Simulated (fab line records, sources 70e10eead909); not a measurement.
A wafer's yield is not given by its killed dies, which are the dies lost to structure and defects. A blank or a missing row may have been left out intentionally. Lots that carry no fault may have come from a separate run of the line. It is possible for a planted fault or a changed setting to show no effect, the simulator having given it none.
3 desks, one fault + flow nandHarc + what lay behind the numbers comes last; until then each desk has only its own

## METROLOGY DESK
Lot by lot, what the gauges showed, no matter which tool ran the lot: averages of those sampled wafers that carry a number. A lot is out of limits, marked OUT, if its mean lies more than 4 standard deviations from the usual mean; the brackets give that distance.
Columns: A = overlayXNm at NHARC_A_BLC_OVL_MEAS_11, usual -0.1 nm; B = overlayYNm at NHARC_A_BLC_OVL_MEAS_11, usual -0.1 nm
| lot  | first seen here | A    | B    |
|------|-----------------|------|------|
| L500 | day 17 08:19    | -1.2 | -0.9 |
| L501 | day 17 14:56    | -1.1 | -0.5 |
| L502 | day 17 17:52    | -0.6 | -1.0 |
| L505 | day 18 11:13    | 0.5  | -1.0 |
| L507 | day 18 19:46    | -1.0 | 0.7  |
| L509 | day 19 13:33    | 0.8  | 0.1  |
| L506 | day 19 14:09    | -1.9 | 0.4  |
| L510 | day 19 19:28    | 1.8  | 0.8  |
| L516 | day 21 12:02    | 1.3  | 0.3  |
| L517 | day 21 12:23    | -0.9 | -0.1 |
| L519 | day 21 21:09    | 1.4  | 0.5  |
| L521 | day 22 08:50    | -0.2 | -1.0 |
| L522 | day 23 12:47    | 0.3  | -1.3 |
Finding of this desk: none of the 13 lots has anything out of limits.

## THE DEFECT DESK
Counts from the inspections along the route, per lot, as means over the sampled wafers that have a number. A lot is out of limits, marked OUT, if its mean lies more than 4 standard deviations from the usual mean; the brackets give that distance.
Columns: A = rawDefectCount at NHARC_A_CONTACT_INSPECT_23, usual 400
| lot  | first seen here | A   |
|------|-----------------|-----|
| L500 | day 17 07:44    | 404 |
| L501 | day 17 14:28    | 312 |
| L502 | day 17 17:24    | 313 |
| L505 | day 18 10:38    | 290 |
| L507 | day 18 19:09    | 524 |
| L509 | day 19 13:04    | 326 |
| L506 | day 19 13:32    | 460 |
| L510 | day 19 18:52    | 608 |
| L516 | day 21 11:25    | 327 |
| L517 | day 21 11:47    | 351 |
| L519 | day 21 20:34    | 376 |
| L521 | day 22 08:14    | 354 |
| L522 | day 23 12:19    | 415 |
Finding of this desk: none of the 13 lots has anything out of limits.

## AT THE TOOL OWNER'S DESK: lithoTrack-04
At NHARC_A_BLC_SOFTBAKE_05 (time 55 s), the tool's own readings, given per lot that ran on this tool as the mean of the sampled wafers with a number. A lot is out of limits, marked OUT, if its mean lies more than 4 standard deviations from the usual mean; the brackets give that distance.
Columns: A = heaterPowerTotalW at NHARC_A_BLC_SOFTBAKE_05, usual 188.44 W
| lot  | first seen here | A                        |
|------|-----------------|--------------------------|
| L502 | day 17 17:00    | 188.43                   |
| L505 | day 18 10:00    | 188.38                   |
| L506 | day 19 13:00    | 165.50 (-99 or more) OUT |
| L509 | day 19 13:00    | 165.53 (-99 or more) OUT |
| L510 | day 19 18:00    | 165.53 (-99 or more) OUT |
This desk finds L506, L509, L510 out of limits, L506 being first, at day 19 13:00 (heaterPowerTotalW at NHARC_A_BLC_SOFTBAKE_05). In limits: L502, L505.

## PUT TOGETHER
The tool owner's desk had the chance to raise an alarm at day 19 13:00 on L506, L509, L510.
Metrology desk: nothing out of limits seen.
Nothing out of limits was seen by the defect desk.
The metrology desk holds a record of L506, L509, L510, inside its limits.
The defect desk has L506, L509, L510 on record, within its limits.
The lots listed all ran NHARC_A_BLC_SOFTBAKE_05 on lithoTrack-04.

## WHAT THE SIMULATOR HAD PUT IN
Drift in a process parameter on lithoTrack-04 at NHARC_A_BLC_SOFTBAKE_05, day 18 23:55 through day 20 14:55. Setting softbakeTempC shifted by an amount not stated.
Shown lots that were struck: L506, L509, L510.
How many hours passed from the start of the fault until each desk's first out-of-limits reading: the tool owner's desk, 13.
